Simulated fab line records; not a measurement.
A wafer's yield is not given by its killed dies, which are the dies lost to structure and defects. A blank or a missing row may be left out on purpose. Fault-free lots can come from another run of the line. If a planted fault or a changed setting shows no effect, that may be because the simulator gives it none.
Matching of chambers    flow n5Finfet    4 sister chambers for N5_BEOL_M5_STRIP_64 on rieDiel-03
The step strips in CF4. 16 wafers are shown with their chamber, then 8 later ones without.

## WAFERS PAIRED WITH THEIR CHAMBERS
wafer   chamber  drypumpMotorCurrentA (A)  showerheadPlenumPTorr (Torr)  throttleValvePct (%)
L074.1  1        6.1                       1.87                          13.74
L074.4  0        6.7                       1.81                          13.58
L074.6  1        6.1                       1.87                          13.75
L076.2  0        6.7                       1.81                          13.58
L076.3  1        6.1                       1.87                          13.77
L076.4  2        4.8                       1.77                          13.32
L079.3  3        6.0                       1.85                          13.75
L079.4  3        6.0                       1.85                          13.77
L079.5  0        6.8                       1.81                          13.59
L080.2  3        6.0                       1.85                          13.77
L080.3  0        6.7                       1.81                          13.61
L080.6  1        6.1                       1.87                          13.77
L085.3  2        4.9                       1.76                          13.36
L085.4  1        6.1                       1.87                          13.81
L085.5  2        4.9                       1.76                          13.36
L092.1  3        5.9                       1.84                          13.81

SIGNATURES (means of the wafers above)
reading                chamber 0  chamber 1  chamber 2  chamber 3  scatter within a chamber
drypumpMotorCurrentA   6.725      6.100      4.867      5.975      0.0425
showerheadPlenumPTorr  1.8100     1.8700     1.7633     1.8475     0.00344
throttleValvePct       13.5900    13.7680    13.3467    13.7750    0.0232
Rule: for a wafer and a chamber, the distance is found by dividing, reading by reading, the gap between the wafer's reading and the chamber's mean by the reading's scatter, squaring, summing and taking the root. The wafer belongs to the nearest chamber; if the next one is less than 2 further off, it can't be placed. How the scatter is found: for the shown wafers, subtract from each reading the mean of its chamber, square and add these, divide the total by (wafers less chambers), then take the root.

## WAFERS WITH NO CHAMBER GIVEN
wafer   drypumpMotorCurrentA (A)  showerheadPlenumPTorr (Torr)  throttleValvePct (%)
L092.2  6.1                       1.86                          13.82
L092.5  6.7                       1.80                          13.64
L094.1  6.0                       1.86                          13.84
L094.4  4.9                       1.76                          13.39
L094.5  6.8                       1.80                          13.66
L095.1  4.9                       1.76                          13.40
L095.4  6.7                       1.80                          13.67
L095.6  6.1                       1.86                          13.85

## WHICH CHAMBER EACH WENT THROUGH
wafer   from the rows above      in truth
L092.2  can't be placed: 1 or 3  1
L092.5  0                        0
L094.1  can't be placed: 3 or 1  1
L094.4  2                        2
L094.5  0                        0
L095.1  2                        2
L095.4  0                        0
L095.6  can't be placed: 1 or 3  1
Placed correctly: 5 of 8. These rows do not allow placing 3 (true chamber among the candidates in 3). 0 placed wrongly.
